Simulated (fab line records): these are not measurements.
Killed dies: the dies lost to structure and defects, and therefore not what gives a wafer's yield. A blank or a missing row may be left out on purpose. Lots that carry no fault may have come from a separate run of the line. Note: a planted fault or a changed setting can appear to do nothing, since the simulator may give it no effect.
Chamber matching / flow nand harc / 3 sister chambers for NHARC_P_M1_DEP_33 on pecvd-02
The step deposits SiCN, target thk 30 nm. 3 wafers are shown with their chamber, then 12 later ones without.

== WAFERS PAIRED WITH THEIR CHAMBERS ==
wafer=L084.4; chamber=0; heater power w (W)=541
wafer=L086.4; chamber=1; heater power w (W)=537
wafer=L086.5; chamber=2; heater power w (W)=457

== WAFERS WITHOUT THEIR CHAMBER ==
wafer=L086.1; heater power w (W)=456
wafer=L086.3; heater power w (W)=524
wafer=L086.6; heater power w (W)=525
wafer=L090.3; heater power w (W)=553
wafer=L090.5; heater power w (W)=608
wafer=L090.6; heater power w (W)=562
wafer=L093.3; heater power w (W)=432
wafer=L093.4; heater power w (W)=419
wafer=L093.6; heater power w (W)=654
wafer=L096.2; heater power w (W)=456
wafer=L096.3; heater power w (W)=529
wafer=L096.6; heater power w (W)=514

== CHAMBER TAKEN BY EACH ==
wafer=L086.1; from the rows above=can't be placed: 2 or 1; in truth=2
wafer=L086.3; from the rows above=can't be placed: 1 or 0 or 2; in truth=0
wafer=L086.6; from the rows above=can't be placed: 1 or 0 or 2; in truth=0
wafer=L090.3; from the rows above=can't be placed: 0 or 1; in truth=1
wafer=L090.5; from the rows above=can't be placed: 0 or 1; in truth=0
wafer=L090.6; from the rows above=can't be placed: 0 or 1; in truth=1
wafer=L093.3; from the rows above=can't be placed: 2 or 1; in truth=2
wafer=L093.4; from the rows above=can't be placed: 2 or 1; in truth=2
wafer=L093.6; from the rows above=can't be placed: 0 or 1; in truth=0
wafer=L096.2; from the rows above=can't be placed: 2 or 1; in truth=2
wafer=L096.3; from the rows above=can't be placed: 1 or 0 or 2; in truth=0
wafer=L096.6; from the rows above=can't be placed: 1 or 0 or 2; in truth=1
Correct placement for 0 of the 12. Unplaceable from these rows: 12, with the true chamber sitting among the candidates in 12. Placed wrongly: 0.
How it was worked out, from the rows above alone: a wafer's distance from a chamber is the root of the sum, over the readings, of the square of ((its reading less the chamber's mean) divided by the reading's scatter). The wafer belongs to the nearest chamber; if the next one is less than 2 further off, it can't be placed. For every chamber, the mean is computed from those of its wafers that are shown. The scatter: root of mean squared gap, hidden wafer to nearest shown wafer, with one shown wafer a chamber.
